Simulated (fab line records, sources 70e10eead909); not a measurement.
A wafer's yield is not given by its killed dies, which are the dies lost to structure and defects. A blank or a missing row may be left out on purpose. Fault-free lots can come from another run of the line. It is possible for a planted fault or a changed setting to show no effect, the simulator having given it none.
One fault seen from 3 desks	flow nand-harc	each desk holds nothing but its own numbers, with what lay behind them at the end

## AT THE TOOL OWNER'S DESK: rie-diel-02
The tool's own readings at NHARC_A_ZERO_WELL_ETCH_19 (etches the open film in N2/H2, target depth 80 nm, overetch 24 nm, time 87.88 s): means of the sampled wafers that have a number, for each lot that ran on this tool. If a lot's mean is further than 4 standard deviations from the usual mean, the lot is out of limits and carries the mark OUT (the distance appears in the brackets).
Columns: A = drypump-motor-current-A at NHARC_A_ZERO_WELL_ETCH_19, usual 5.8 A; B = oes-product-au at NHARC_A_ZERO_WELL_ETCH_19, usual 0.997 a.u.; C = rf-vpp-V at NHARC_A_ZERO_WELL_ETCH_19, usual 431.1 V; D = showerhead-plenum-p-Torr at NHARC_A_ZERO_WELL_ETCH_19, usual 2.06 Torr; E = throttle-valve-pct at NHARC_A_ZERO_WELL_ETCH_19, usual 14.170 %
lot	first seen here	A	B	C	D	E
L788	day 7 04:56	5.9	0.987	430.7	2.05	14.164
L789	day 7 20:05	5.8	0.993	432.0	2.09	14.165
L790	day 7 21:03	5.5	0.999	430.3	2.02	14.170
L793	day 9 17:02	5.5	0.984	431.2	2.06	14.175
L794	day 10 00:01	6.0	0.999	430.4	2.02	14.170
L796	day 10 17:16	5.9	1.006	430.3	2.04	14.162
L798	day 11 02:46	5.9	1.005	430.2	2.04	14.172
L807	day 15 03:58	5.6	0.993	430.1	2.04	14.171
L808	day 15 20:43	6.0	0.996	431.3	2.06	14.162
This desk's finding: nothing out of limits on any of the 9 lots.

## METROLOGY DESK
Lot by lot, what the gauges showed, no matter which tool ran the lot: averages of those sampled wafers that carry a number. If a lot's mean is further than 4 standard deviations from the usual mean, the lot is out of limits and carries the mark OUT (the distance appears in the brackets).
Columns: A = cd-nm at NHARC_P_BONDPAD_CD_MEAS_13, usual 499.8 nm; B = cd-nm at NHARC_A_ZERO_WELL_CD_MEAS_10, usual 2000.4 nm
lot	first seen here	A	B
L788	day 7 01:10	499.9	2001.2
L789	day 7 16:17	499.4	2000.1
L790	day 7 17:23	501.3	2002.3
L792	day 8 23:24	497.3	2002.0
L793	day 9 13:13	501.6	2003.1
L794	day 9 20:21	499.2	2002.4
L795	day 10 03:06	499.3	1999.7
L796	day 10 13:24	497.2	2000.0
L798	day 10 23:04	498.4	2001.1
L807	day 15 00:07	497.4	2000.6
L808	day 15 16:58	499.0	2001.1
This desk's finding: nothing out of limits on any of the 11 lots.

## THE DEFECT DESK
For each lot, the counts of the inspections along the route, averaged over the sampled wafers that have a number. If a lot's mean is further than 4 standard deviations from the usual mean, the lot is out of limits and carries the mark OUT (the distance appears in the brackets).
Columns: A = raw-defect-count at NHARC_A_ZERO_WELL_INSPECT_17, usual 11; B = raw-defect-count at NHARC_A_SOURCE_PLATE_INSPECT_08, usual 62
lot	first seen here	A	B
L788	day 7 06:09	24	61
L789	day 7 21:17	10	55
L790	day 7 22:16	9	36
L792	day 9 04:27	21	51
L793	day 9 18:16	12	49
L794	day 10 01:13	8	59
L795	day 10 08:08	9	133
L796	day 10 18:31	14	66
L798	day 11 03:58	13	36
L807	day 15 05:11	191 (+27) OUT	284 (+8.9) OUT
L808	day 15 21:56	208 (+30) OUT	241 (+7.2) OUT
This desk finds L807, L808 out of limits, L807 being first, at day 15 05:11 (raw-defect-count at NHARC_A_ZERO_WELL_INSPECT_17). Within limits: L788, L789, L790, L792, L793, L794, L795, L796, L798.

## ALL TOGETHER
The defect desk could have raised an alarm at day 15 05:11, on L807, L808.
The desk of the tool owner found nothing out of limits.
The metrology desk saw nothing out of limits.
On record at the tool owner's desk: L807, L808, within its limits.
The metrology desk has L807, L808 on record, within its limits.
The lots listed all ran NHARC_A_ZERO_WELL_ETCH_19 on rie-diel-02.

## WHAT WAS PUT IN BY THE SIMULATOR
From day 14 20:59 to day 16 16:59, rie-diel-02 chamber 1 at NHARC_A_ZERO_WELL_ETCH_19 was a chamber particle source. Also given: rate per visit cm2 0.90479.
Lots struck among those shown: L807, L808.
Hours from the fault's start to each desk's first reading out of limits: the defect desk, 8.
